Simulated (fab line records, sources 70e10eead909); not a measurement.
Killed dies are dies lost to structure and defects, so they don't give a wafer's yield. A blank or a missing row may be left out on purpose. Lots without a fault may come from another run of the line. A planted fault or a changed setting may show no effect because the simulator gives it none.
Which tool did it? | flow nand_harc | 12 lots, 36 wafers sampled, at 6 steps of a route of 1159

WHAT THE GAUGES READ, wafer by wafer
NHARC_P_BONDPAD_CD_MEAS_13.
lot  | measured     | on        | cd_nm (nm)
L248 | day 6 14:34  | cd_sem-02 | 499.3 498.3 496.5
L250 | day 7 03:47  | cd_sem-02 | 499.4 501.3 502.7
L254 | day 8 04:08  | cd_sem-02 | 500.7 497.9 502.9
L255 | day 8 11:33  | cd_sem-03 | 502.1 502.1 503.8
L256 | day 8 14:05  | cd_sem-02 | 500.9 501.1 500.1
L260 | day 9 15:39  | cd_sem-02 | 500.5 499.4 498.6
L265 | day 10 21:50 | cd_sem-03 | 501.1 498.3 498.9
L266 | day 11 07:04 | cd_sem-02 | 497.8 499.1 498.6
L267 | day 11 12:21 | cd_sem-02 | 499.8 500.7 500.3
L268 | day 11 18:28 | cd_sem-02 | 499.5 501.8 499.0
L269 | day 11 19:58 | cd_sem-01 | 499.9 501.4 500.4
L270 | day 12 04:31 | cd_sem-01 | 497.7 499.3 498.0

NHARC_P_BONDPAD_THK_MEAS_20: measures by xrf.
lot  | measured     | on            | thk_nm (nm)
L248 | day 6 16:47  | film_metro-02 | 160.4 159.7 160.2
L250 | day 7 05:51  | film_metro-02 | 161.4 159.3 162.6
L254 | day 8 06:49  | film_metro-01 | 30.1 27.9 28.3
L255 | day 8 13:35  | film_metro-01 | 29.6 29.1 33.0
L256 | day 8 16:13  | film_metro-01 | 30.0 29.8 30.0
L260 | day 9 17:46  | film_metro-02 | 157.9 163.7 160.5
L265 | day 11 00:02 | film_metro-02 | 161.2 160.1 159.1
L266 | day 11 09:18 | film_metro-02 | 161.7 161.0 161.1
L267 | day 11 14:24 | film_metro-01 | 163.2 163.0 160.6
L268 | day 11 20:29 | film_metro-02 | 161.6 159.3 160.8
L269 | day 11 22:13 | film_metro-01 | 160.6 161.4 161.0
L270 | day 12 06:42 | film_metro-01 | 161.6 158.9 159.3

NHARC_END_SORT_01.
lot  | measured     | on        | defect_limited_yield (%) | killed_at_array | killed_at_other | killed_at_periphery | killed_dies | killed_open | killed_short | sort_bin_2_pct (%) | sort_bin_3_pct (%) | sort_bin_4_pct (%) | sort_n_pass | sort_rim_yield_pct (%) | sort_yield_pct (%)
L254 | day 20 21:44 | prober-02 | 0 0 0                    | 16 26 20        | 0 0 2           | 661 651 655         | 677 677 677 | 3 5 3       | 0 1 1        | 97.6 96.9 98.1     | 0.15 0.44 0.30     | 2.2 2.7 1.6        | 0 0 0       | 0 0 0                  | 0 0 0
L255 | day 21 06:08 | prober-01 | 0 0 0                    | 41 39 32        | 0 0 0           | 636 638 645         | 677 677 677 | 4 4 1       | 0 3 5        | 95.1 96.0 95.7     | 0.30 0.30 0.15     | 4.6 3.7 4.1        | 0 0 0       | 0 0 0                  | 0 0 0
L256 | day 21 13:56 | prober-02 | 0 0 0                    | 19 18 13        | 0 1 0           | 658 658 664         | 677 677 677 | 1 2 2       | 3 3 1        | 97.5 96.9 97.9     | 0 0 0              | 2.5 3.1 2.1        | 0 0 0       | 0 0 0                  | 0 0 0
L260 | day 22 01:44 | prober-01 | 97.9 97.2 97.2           | 13 16 17        | 0 0 0           | 1 3 2               | 14 19 19    | 0 6 4       | 1 1 3        | 0 0.4 1.0          | 0.15 0 0.15        | 1.9 2.4 1.6        | 663 658 658 | 99 98 97               | 97.9 97.2 97.2

WHICH TOOL RAN EACH LOT (tool, then ch and the chambers of the sampled wafers, then the start)
lot  | NHARC_P_BONDPAD_DESCUM_11          | NHARC_P_BONDPAD_ECD_18         | NHARC_P_BONDPAD_ANNEAL_28
L248 | rie_diel-05 ch 0,2,3, day 6 14:14  | ecd_cu-02 ch 0,1, day 6 15:40  | rtp_anneal-01 ch 0, day 6 16:07
L250 | rie_diel-05 ch 2,3, day 7 03:17    | ecd_cu-01 ch 0,1, day 7 04:49  | rtp_anneal-01 ch 0, day 7 05:11
L254 | rie_diel-07 ch 0,2,3, day 8 02:55  | ecd_cu-01 ch 0,1, day 8 05:46  | rtp_anneal-01 ch 0, day 8 06:08
L255 | rie_diel-06 ch 0,1,3, day 8 11:16  | ecd_cu-01 ch 0,1, day 8 12:35  | rtp_anneal-02 ch 0, day 8 12:55
L256 | rie_diel-05 ch 0,3, day 8 13:47    | ecd_cu-01 ch 0,1, day 8 15:10  | rtp_anneal-02 ch 0, day 8 15:31
L260 | rie_diel-05 ch 0,2,3, day 9 15:16  | ecd_cu-01 ch 0,1, day 9 16:43  | rtp_anneal-02 ch 0, day 9 17:05
L265 | rie_diel-05 ch 0,1,2, day 10 21:32 | ecd_cu-01 ch 0,1, day 10 23:02 | rtp_anneal-01 ch 0, day 10 23:22
L266 | rie_diel-05 ch 0,3, day 11 06:44   | ecd_cu-02 ch 0,1, day 11 08:14 | rtp_anneal-01 ch 0, day 11 08:41
L267 | rie_diel-06 ch 0,1,2, day 11 11:59 | ecd_cu-01 ch 0,1, day 11 13:27 | rtp_anneal-02 ch 0, day 11 13:50
L268 | rie_diel-05 ch 0,1,3, day 11 18:10 | ecd_cu-02 ch 0,1, day 11 19:27 | rtp_anneal-02 ch 0, day 11 19:50
L269 | rie_diel-05 ch 0,2,3, day 11 19:37 | ecd_cu-02 ch 0,1, day 11 21:13 | rtp_anneal-01 ch 0, day 11 21:32
L270 | rie_diel-06 ch 0,1,2, day 12 04:12 | ecd_cu-01 ch 0,1, day 12 05:29 | rtp_anneal-02 ch 0, day 12 06:02
- NHARC_P_BONDPAD_DESCUM_11: chemistry O2, time 3 s.
- NHARC_P_BONDPAD_ECD_18: material Cu, target thk 400 nm.
- NHARC_P_BONDPAD_ANNEAL_28: time 90 s.

WHAT THE TOOLS THEMSELVES READ (means of the sampled wafers that have a number; where no wafer has one, the mark that the record gives instead)
NHARC_P_BONDPAD_DESCUM_11.
lot  | tool        | chamber_pressure_mTorr (mTorr) | drypump_motor_current_A (A) | oes_product_au (a.u.) | rf_vpp_V (V) | showerhead_plenum_p_Torr (Torr) | throttle_valve_pct (%)
L248 | rie_diel-05 | 60.01                          | 5.7                         | 0.995                 | 57.4         | 1.91                            | 11.319
L250 | rie_diel-05 | 59.98                          | 5.8                         | 0.995                 | 57.4         | 1.86                            | 11.315
L254 | rie_diel-07 | 60.04                          | 5.6                         | 1.002                 | 58.3         | 1.97                            | 11.314
L255 | rie_diel-06 | 60.06                          | 5.0                         | 1.009                 | 58.4         | 2.01                            | 11.317
L256 | rie_diel-05 | 59.95                          | 5.4                         | 0.997                 | 57.9         | 1.87                            | 11.313
L260 | rie_diel-05 | 59.99                          | 5.7                         | 0.994                 | 58.2         | 1.91                            | 11.320
L265 | rie_diel-05 | 60.03                          | 5.7                         | 0.997                 | 58.0         | 1.93                            | 11.312
L266 | rie_diel-05 | 59.97                          | 5.5                         | 0.987                 | 57.5         | 1.83                            | 11.311
L267 | rie_diel-06 | 60.04                          | 5.2                         | 1.005                 | 58.2         | 2.00                            | 11.306
L268 | rie_diel-05 | 59.92                          | 5.4                         | 1.001                 | 57.9         | 1.85                            | 11.314
L269 | rie_diel-05 | 60.04                          | 5.8                         | 0.994                 | 58.4         | 1.91                            | 11.314
L270 | rie_diel-06 | 59.94                          | 5.2                         | 1.010                 | 58.5         | 2.00                            | 11.308

NHARC_P_BONDPAD_ECD_18.
lot  | tool      | bath_heat_duty_pct (%) | bath_temp_c (C)
L248 | ecd_cu-02 | 6.7                    | 24.95
L250 | ecd_cu-01 | 6.3                    | 25.05
L254 | ecd_cu-01 | -                      | -
L255 | ecd_cu-01 | -                      | -
L256 | ecd_cu-01 | -                      | -
L260 | ecd_cu-01 | 6.0                    | 24.95
L265 | ecd_cu-01 | 6.1                    | 25.04
L266 | ecd_cu-02 | 6.4                    | 25.03
L267 | ecd_cu-01 | 6.4                    | 25.06
L268 | ecd_cu-02 | 7.0                    | 25.02
L269 | ecd_cu-02 | 6.3                    | 25.03
L270 | ecd_cu-01 | 6.1                    | 24.94

NHARC_P_BONDPAD_ANNEAL_28.
lot  | tool          | wafer_temp_C_max
L248 | rtp_anneal-01 | 226.4
L250 | rtp_anneal-01 | 226.1
L254 | rtp_anneal-01 | 226.6
L255 | rtp_anneal-02 | 226.0
L256 | rtp_anneal-02 | 225.7
L260 | rtp_anneal-02 | 225.7
L265 | rtp_anneal-01 | 226.2
L266 | rtp_anneal-01 | 226.2
L267 | rtp_anneal-02 | 225.9
L268 | rtp_anneal-02 | 226.0
L269 | rtp_anneal-01 | 226.0
L270 | rtp_anneal-02 | 225.8

THE ANSWER, worked out from the rows above alone
Rule: what is usual is taken from the lots themselves. Put in order of their means at a reading, lots are off if they are a third of the lots or fewer, leave a main group of 4 or more, and stand apart from it by a gap of 3 or more times the standard deviation of the main group's means; of several such gaps the widest counts. A main group whose means are all the same, to the digits that the tables above print for the reading, isn't used. A lot without any number at a reading at which 4 lots or more have one is off too. The other lots that the step has rows for count as sound. The gauges are gone through in route order, then the tools' own readings, and for those a lot's mean is taken as printed above. The first step at which some lot is off is used, and at that step the reading that is off furthest; a lot without a number counts as furthest.
Off: L254, L255, L256, at NHARC_P_BONDPAD_THK_MEAS_20 (thk_nm). The main group: mean 160.8 nm, standard deviation 0.69.
A tool fits if, at a process step before that reading, it ran every lot that is off, and no sound lot after the first of them. The gauges at NHARC_P_BONDPAD_THK_MEAS_20 aren't tried: what is off there is off at NHARC_P_BONDPAD_ECD_18 too, on other tools, and a gauge's error can't cause that. None of those tried fits.

WHAT THE SIMULATOR HAD PUT IN
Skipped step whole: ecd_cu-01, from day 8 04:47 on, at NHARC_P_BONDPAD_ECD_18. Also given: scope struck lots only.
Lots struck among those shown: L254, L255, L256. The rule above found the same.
